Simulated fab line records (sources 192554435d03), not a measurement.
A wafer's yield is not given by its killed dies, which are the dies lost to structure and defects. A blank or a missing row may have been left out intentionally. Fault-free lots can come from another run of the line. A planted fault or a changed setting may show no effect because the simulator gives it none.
Matching of chambers :: flow n5Finfet :: N5_BEOL_M6_PECVD_70 on pecvd-02: 3 sister chambers
The step deposits SiO2 from TEOS/O2, target thk 20 nm, time 22.7 s. 3 wafers are shown with their chamber, then 8 later ones without.

WAFERS WITH THEIR CHAMBER
wafer: L093.1
chamber: 0
throttleValvePct (%): 21.8

wafer: L094.1
chamber: 1
throttleValvePct (%): 23.7

wafer: L095.1
chamber: 2
throttleValvePct (%): 21.2

WAFERS WHOSE CHAMBER IS MISSING
wafer: L095.3
throttleValvePct (%): 21.3

wafer: L095.6
throttleValvePct (%): 20.9

wafer: L097.1
throttleValvePct (%): 23.8

wafer: L097.4
throttleValvePct (%): 21.6

wafer: L097.6
throttleValvePct (%): 23.8

wafer: L096.2
throttleValvePct (%): 23.9

wafer: L096.5
throttleValvePct (%): 21.0

wafer: L096.6
throttleValvePct (%): 23.6

THE CHAMBER EACH PASSED THROUGH
wafer: L095.3
from the rows above: 2
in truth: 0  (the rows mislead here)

wafer: L095.6
from the rows above: 2
in truth: 2

wafer: L097.1
from the rows above: 1
in truth: 1

wafer: L097.4
from the rows above: can't be placed: 0 or 2
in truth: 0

wafer: L097.6
from the rows above: 1
in truth: 1

wafer: L096.2
from the rows above: 1
in truth: 1

wafer: L096.5
from the rows above: 2
in truth: 2

wafer: L096.6
from the rows above: 1
in truth: 1
Placed correctly: 6 of 8. These rows do not allow placing 1 (true chamber among the candidates in 1). Number placed wrongly: 1.
How it was worked out, from the rows above alone: a wafer's distance from a chamber is the root of the sum, over the readings, of the square of ((its reading less the chamber's mean) divided by the reading's scatter). The wafer belongs to the nearest chamber; if the next one is less than 2 further off, it can't be placed. For every chamber, the mean is computed from those of its wafers that are shown. The scatter: with one shown wafer a chamber, the root of the mean of the squares of how far each hidden wafer lies from its nearest shown one.
